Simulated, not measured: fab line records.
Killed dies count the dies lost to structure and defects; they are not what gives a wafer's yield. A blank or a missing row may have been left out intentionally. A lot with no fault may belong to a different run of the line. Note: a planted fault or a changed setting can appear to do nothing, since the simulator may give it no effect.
A struck lot beside a sound one + flow nand_harc + 14 steps out of a route of 1302
Sound: wafers L719.1, L719.3, L719.5. Wafers L728.2, L728.4, L728.5 were the ones struck. At the end, the cause is stated.
Each step with rows lists, per side, the tool, then ch with its chambers, then its first start. Under that, the readings that differ: sound wafers + struck wafers + difference of the means + sigmas: that difference in standard deviations of wafers without a fault.
alike: words and numbers the same on both sides, and readings whose means are apart by under 2 such deviations; not compared: readings that were withheld, readings missing a value for some wafer, numbers with overlapping values and no deviation given by the record, and bounds like >300 which may hide the same value.
A row with sigmas, a row that says differs or no value, or rows on one side alone: a step with any of these is where the two part. Non-overlapping numbers with no deviation appear without sigmas and do not part them. Lack of a reading on every wafer of one side parts them only where that side has two or more wafers.

NHARC_P_M0_CMP_23: polishes, t overpolish 20 s, target thk 117.54 nm.
  sound on cmp-03 ch 0,1,3, day 10 00:03; struck on cmp-03 ch 2,3, day 13 13:56
  alike: motor_current_A, time_to_endpoint_s
NHARC_P_M0_THK_MEAS_24: measures by xrf.
  sound on film_metro-02 at day 10 00:22; struck on film_metro-02 at day 13 14:13
  alike: thk_nm
after that, 1 step had no rows for these wafers: NHARC_P_M0_SRD_25.
NHARC_P_M0_INSPECT_27:
  sound on defect_inspect-02 at day 10 00:31; struck on defect_inspect-02 at day 13 14:23
  alike: raw_defect_count
NHARC_P_M0_PRE_CLEAN_31: time 12 s.
  sound on pecvd-04 ch 0,1,2, day 10 00:37; struck on pecvd-01 ch 0,1,2, day 13 14:28
  alike: heater_power_w
  not compared: since_wet_clean_h
NHARC_P_M0_DEP_32: deposits SiCN, target thk 30 nm.
  sound on pecvd-04 ch 0,1,2, day 10 00:43; struck on pecvd-01 ch 0,1,2, day 13 14:34
  alike: chamber_pressure_Torr, heater_power_w
  not compared: since_wet_clean_h
then, 5 steps without rows for these wafers: NHARC_P_M1_DEP_00 (deposits SiOC, target thk 182.5 nm); NHARC_P_M1_DEHYDRATE_01 (time 120 s); NHARC_P_M1_HMDS_02 (time 30 s); NHARC_P_M1_COAT_34 (time 65 s); NHARC_P_M1_COAT_03 (resist thk 90 nm).
NHARC_P_M1_SOFTBAKE_04: time 55 s.
  sound on litho_track-01 ch 0, day 10 01:00; struck on litho_track-01 ch 0, day 13 15:00
| reading                  | sound                | struck               | difference | sigmas |
|--------------------------|----------------------|----------------------|------------|--------|
| heater_power_total_W (W) | 188.29 188.37 188.45 | 191.13 191.09 190.96 | +2.69      | +18    |
then, 2 steps without rows for these wafers: NHARC_P_M1_EBR_05; NHARC_END_SORT_01.

== WHERE THEY PART ==
Within this record, at NHARC_P_M1_SOFTBAKE_04 only.

WHY: what had been put in by the simulator
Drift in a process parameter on litho_track-01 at NHARC_P_M1_SOFTBAKE_04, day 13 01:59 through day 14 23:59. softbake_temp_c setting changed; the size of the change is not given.
